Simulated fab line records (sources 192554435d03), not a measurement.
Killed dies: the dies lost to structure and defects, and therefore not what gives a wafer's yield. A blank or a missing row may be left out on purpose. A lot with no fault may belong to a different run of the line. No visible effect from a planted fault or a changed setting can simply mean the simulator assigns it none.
Chamber matching -- flow n5-finfet -- cmp-04 running N5_HKMG_FIN_CMP_23: 4 sister chambers
The step polishes, stops on SiNx, t overpolish 10 s, target thk 46.326 nm. 8 wafers are shown with their chamber, then 6 later ones without.

== WAFERS, EACH WITH ITS CHAMBER ==
wafer,chamber,motor-current-A (A),time-to-endpoint-s (s)
L675.6,3,11.0,11.9
L676.1,0,13.0,12.8
L676.2,3,11.2,12.5
L676.4,1,11.3,9.4
L679.3,0,12.9,12.0
L679.6,2,11.9,11.5
L684.4,2,12.3,7.3
L684.5,1,11.2,7.2

== WAFERS WHOSE CHAMBER IS MISSING ==
wafer,motor-current-A (A),time-to-endpoint-s (s)
L684.6,12.7,12.1
L689.1,11.2,8.5
L689.2,11.0,10.3
L694.3,12.8,10.5
L694.4,11.9,9.5
L694.6,13.1,10.2

== WHICH CHAMBER EACH ONE RAN IN ==
wafer,from the rows above,in truth
L684.6,0,0
L689.1,can't be placed: 1 or 3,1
L689.2,can't be placed: 3 or 1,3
L694.3,0,0
L694.4,2,2
L694.6,0,0
Correctly placed: 4 of 6. From these rows, 2 cannot be placed; in 2 the true chamber is one of the candidates. 0 placed wrongly.
How it was worked out, from the rows above alone: a wafer's distance from a chamber is the root of the sum, over the readings, of the square of ((its reading less the chamber's mean) divided by the reading's scatter). The wafer belongs to the nearest chamber; if the next one is less than 2 further off, it can't be placed. Each chamber's mean is taken over the wafers shown for it. The scatter is the square root of a quotient: the sum, over the shown wafers, of each reading's squared deviation from its chamber's mean, divided by wafers minus chambers.
